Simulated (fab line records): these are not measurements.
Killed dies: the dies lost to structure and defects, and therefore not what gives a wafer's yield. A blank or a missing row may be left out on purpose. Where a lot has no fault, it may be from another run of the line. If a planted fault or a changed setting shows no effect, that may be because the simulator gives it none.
Which tool is to blame? / flow n5 finfet / 24 lots with 72 wafers sampled at 2 steps, on a route of 1938 steps

## WHAT THE GAUGES READ, wafer by wafer
N5_MOL_CONTACT_COAG_THK_MEAS_29.
lot=L074; measured=day 5 02:53; on=film metro-02; MD_CAP_THK (nm)=17.84 17.92 17.85
lot=L075; measured=day 5 08:19; on=film metro-02; MD_CAP_THK (nm)=17.88 18.02 17.95
lot=L076; measured=day 5 11:59; on=film metro-02; MD_CAP_THK (nm)=17.92 17.84 17.98
lot=L077; measured=day 5 21:55; on=film metro-01; MD_CAP_THK (nm)=17.80 17.89 17.85
lot=L078; measured=day 6 00:34; on=film metro-02; MD_CAP_THK (nm)=17.75 17.88 17.97
lot=L079; measured=day 6 04:23; on=film metro-01; MD_CAP_THK (nm)=17.96 17.99 17.92
lot=L080; measured=day 6 19:55; on=film metro-02; MD_CAP_THK (nm)=17.89 17.93 17.86
lot=L081; measured=day 6 20:09; on=film metro-01; MD_CAP_THK (nm)=17.90 17.88 17.88
lot=L082; measured=day 7 02:05; on=film metro-02; MD_CAP_THK (nm)=17.96 17.85 17.98
lot=L084; measured=day 7 09:27; on=film metro-02; MD_CAP_THK (nm)=17.76 17.88 17.99
lot=L083; measured=day 7 10:49; on=film metro-01; MD_CAP_THK (nm)=17.90 17.99 17.94
lot=L085; measured=day 7 20:28; on=film metro-02; MD_CAP_THK (nm)=17.90 17.96 18.01
lot=L086; measured=day 8 01:41; on=film metro-02; MD_CAP_THK (nm)=18.00 17.91 17.90
lot=L087; measured=day 8 06:03; on=film metro-01; MD_CAP_THK (nm)=17.97 17.94 17.86
lot=L088; measured=day 8 20:13; on=film metro-01; MD_CAP_THK (nm)=17.94 18.04 17.95
lot=L089; measured=day 8 20:32; on=film metro-01; MD_CAP_THK (nm)=17.92 17.96 17.95
lot=L090; measured=day 9 00:15; on=film metro-02; MD_CAP_THK (nm)=17.90 17.85 17.90
lot=L091; measured=day 9 05:31; on=film metro-01; MD_CAP_THK (nm)=17.77 17.97 17.88
lot=L092; measured=day 9 11:58; on=film metro-01; MD_CAP_THK (nm)=17.82 17.85 17.97
lot=L093; measured=day 9 23:08; on=film metro-01; MD_CAP_THK (nm)=17.89 17.88 17.88
lot=L094; measured=day 10 05:18; on=film metro-01; MD_CAP_THK (nm)=17.97 17.89 17.92
lot=L095; measured=day 10 10:17; on=film metro-02; MD_CAP_THK (nm)=17.86 18.00 17.95
lot=L096; measured=day 11 05:11; on=film metro-02; MD_CAP_THK (nm)=17.84 17.87 17.90
lot=L097; measured=day 11 05:19; on=film metro-01; MD_CAP_THK (nm)=17.83 17.85 17.83

N5_MOL_CONTACT_COAG_OVL_MEAS_41.
lot=L074; measured=day 5 05:18; on=overlay-02; VD_OVL (nm)=-0.3 -0.9 -1.2
lot=L075; measured=day 5 10:43; on=overlay-02; VD_OVL (nm)=-0.5 1.1 -0.1
lot=L076; measured=day 5 14:26; on=overlay-01; VD_OVL (nm)=-1.0 -0.7 -0.8
lot=L077; measured=day 6 00:05; on=overlay-01; VD_OVL (nm)=-0.2 -1.2 -0.7
lot=L078; measured=day 6 03:29; on=overlay-01; VD_OVL (nm)=-1.3 -1.2 -1.2
lot=L079; measured=day 6 06:50; on=overlay-01; VD_OVL (nm)=-0.3 -0.7 0.2
lot=L080; measured=day 7 00:10; on=overlay-01; VD_OVL (nm)=-0.2 0.0 -0.7
lot=L081; measured=day 7 00:40; on=overlay-02; VD_OVL (nm)=-1.3 -0.9 -0.8
lot=L082; measured=day 7 04:34; on=overlay-01; VD_OVL (nm)=0.0 -0.5 -0.1
lot=L084; measured=day 7 12:02; on=overlay-02; VD_OVL (nm)=1.2 0.7 1.6
lot=L083; measured=day 7 13:21; on=overlay-01; VD_OVL (nm)=0.1 0.5 -0.2
lot=L085; measured=day 7 23:14; on=overlay-02; VD_OVL (nm)=-0.3 -1.0 0.1
lot=L086; measured=day 8 04:07; on=overlay-01; VD_OVL (nm)=-0.3 -1.3 0.4
lot=L087; measured=day 8 08:21; on=overlay-02; VD_OVL (nm)=-1.3 0.1 -1.4
lot=L088; measured=day 8 23:12; on=overlay-01; VD_OVL (nm)=0.4 -0.8 -0.7
lot=L089; measured=day 8 23:24; on=overlay-01; VD_OVL (nm)=-0.9 -1.2 -1.8
lot=L090; measured=day 9 02:43; on=overlay-01; VD_OVL (nm)=0.2 0.8 -0.9
lot=L091; measured=day 9 08:08; on=overlay-01; VD_OVL (nm)=-0.6 -0.5 -1.4
lot=L092; measured=day 9 14:26; on=overlay-01; VD_OVL (nm)=-0.8 1.2 0.6
lot=L093; measured=day 10 01:26; on=overlay-01; VD_OVL (nm)=0.3 0.4 -0.3
lot=L094; measured=day 10 07:53; on=overlay-02; VD_OVL (nm)=-0.5 0.0 0.0
lot=L095; measured=day 10 13:01; on=overlay-02; VD_OVL (nm)=0.1 -0.1 0.2
lot=L096; measured=day 11 07:32; on=overlay-02; VD_OVL (nm)=1.1 -1.1 0.7
lot=L097; measured=day 11 07:44; on=overlay-02; VD_OVL (nm)=-0.3 -0.4 -0.1

## WHICH TOOL RAN EACH LOT (tool, then ch and the chambers of the sampled wafers, then the start)
Before these readings, the record contains no process step.

## AS READ BY THE TOOLS THEMSELVES (means over the sampled wafers that have a number; for cases with no such wafer, the mark the record gives instead)
The record holds no such reading with a usual standard deviation.

## THE ANSWER, worked out from the rows above alone
Rule: the lots themselves supply what counts as usual. The widest of any qualifying gaps counts: lots, ordered by their means at a reading, are off when they make up no more than a third of the lots, leave a main group of 4 or more, and stand apart from it by 3 or more times the standard deviation of that group's means. If all means in a main group match to the digits the tables above print for the reading, that group is not used. A lot without any number at a reading at which 4 lots or more have one is off too. Where the step has rows for the other lots, those lots are counted as sound. The gauges are gone through in route order, then the tools' own readings, and for those a lot's mean is taken as printed above. At the first step where some lot is off, the reading lying furthest off is the one used; lots without a number count as furthest.
Nothing can be told from this: no lot is off at any reading shown.

## WHAT THE SIMULATOR HAD INSERTED
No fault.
